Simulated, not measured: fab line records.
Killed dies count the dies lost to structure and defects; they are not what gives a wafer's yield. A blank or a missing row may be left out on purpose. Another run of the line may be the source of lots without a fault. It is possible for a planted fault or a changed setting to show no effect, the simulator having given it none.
8D (eight disciplines) problem report, filled in by code	flow n5_finfet	the parts of the form that need people (team, actions taken, sign-off) are left out

1. THE ISSUE
At N5_BEOL_M9_OCD_MEAS_38, trench_depth_nm averages 167.8 nm over 6 wafers from 2 lots, while fault-free wafers read 152.2 nm, standard deviation 2.9. Measured from the usual mean, that is +5.4 standard deviations.
The first sign was on wafer L314.2 at day 13 15:36, on ocd-01. Wafers with a number at this step in the record: 24, from 8 lots. Rule for "out", or "out of limits": more than 4 standard deviations from the usual mean. Any other wafer with a number is counted as sound.

2. WHAT THIS IS AND IS NOT
question	is	is not
which readings at this step	trench_depth_nm	-
which lots	L314, L315	L300, L302, L308, L317, L318, L322
which wafers of those lots	all that have a number	-
read on which gauges	ocd-01, ocd-02	-
when	from day 13 15:36	up to then (9 sound wafers); but 9 sound wafers of L317, L318, L322 came after

3. THE SUSPECTS, EACH WITH WHAT RULES IT OUT
Counting: a tool at a process step up to the reading stays a suspect if it ran every lot that is out and no sound lot after the first of them.
- the gauge at N5_BEOL_M9_OCD_MEAS_38 has been ruled out. Those wafers that are out were read across 2 gauges (ocd-01, ocd-02).
- rie_diel-04 at N5_BEOL_M9_ETCH_66 (etches SOC in N2/H2, target depth 80 nm, overetch 16 nm, time 120 s): kept. It processed each lot that is out, first L314 at day 13 15:13, and no sound lot thereafter; up to then, the last sound lot it processed was L308 at day 11 23:19.
- rie_diel-04 at N5_BEOL_M9_STRIP_36 (strips in N2/H2): kept. It processed each lot that is out, first L314 at day 13 15:23, and no sound lot thereafter; up to then, the last sound lot it processed was L308 at day 11 23:29.
- rie_diel-04 at N5_BEOL_M9_TRENCH_ETCH_37 (etches SiCOH lowk in C4F6/O2, target depth 151.43 nm, time 49 s): kept. It processed each lot that is out, first L314 at day 13 15:26, and no sound lot thereafter; up to then, the last sound lot it processed was L308 at day 11 23:31. Its own rf_fwd_power_W, rf_vpp_V readings are out on those wafers.
The count leaves rie_diel-04 at N5_BEOL_M9_ETCH_66, rie_diel-04 at N5_BEOL_M9_STRIP_36, and rie_diel-04 at N5_BEOL_M9_TRENCH_ETCH_37.

4. THE CAUSE (what the simulator had put in)
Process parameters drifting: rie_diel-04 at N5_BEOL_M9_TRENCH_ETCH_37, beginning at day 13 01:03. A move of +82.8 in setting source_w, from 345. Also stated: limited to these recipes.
This tool is one of the 3 suspects left after counting.

5. SEQUENCE OF EFFECTS, ordered by route
Each row: a reading where the mean over the struck wafers with a number is more than 3 standard deviations away from the usual. Readings are gone through only where the record gives a usual standard deviation; hours: the median, over the lots, of the time from a lot's start at the first step in this table giving one to that lot's start at this step; sigmas: the change measured in usual standard deviations.
hours	step	reading	usual	on struck wafers	change	sigmas
0	N5_BEOL_M9_TRENCH_ETCH_37	oes_f_703_au	0.81 a.u.	1.12	+0.31	+3.2
0	N5_BEOL_M9_TRENCH_ETCH_37	rf_fwd_power_W	341.4 W	424.9	+83.6	+64
0	N5_BEOL_M9_TRENCH_ETCH_37	rf_vpp_V	660 V	596	-64	-5.8
0	N5_BEOL_M9_OCD_MEAS_38	trench_depth_nm	152.2 nm	167.8	+15.6	+5.4
3	N5_BEOL_M9_THK_MEAS_53	M9_THK	140 nm	157	+17	+5.2
4	N5_BEOL_M9_RS_MEAS_57	M9_RS	0.149 ohm/sq	0.133	-0.016	-4.5
The process steps in it:
- N5_BEOL_M9_TRENCH_ETCH_37: etches SiCOH lowk in C4F6/O2, target depth 151.43 nm, time 49 s.

6. WHAT WOULD HAVE CAUGHT IT SOONER
15 hours passed between the start of the fault at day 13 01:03 and the first reading out of limits at a measuring or inspecting step in this record, taken at day 13 15:36.
At N5_BEOL_M9_TRENCH_ETCH_37, the tool's own readings (rf_fwd_power_W, rf_vpp_V) were out on each struck wafer the step has a row for, so an alarm limit on them would have fired on the first such wafer.
Among the 2 lots that are out, L315 began N5_BEOL_M9_TRENCH_ETCH_37 on rie_diel-04 after day 13 15:36. Had the tool been put on hold then, it would have been spared.
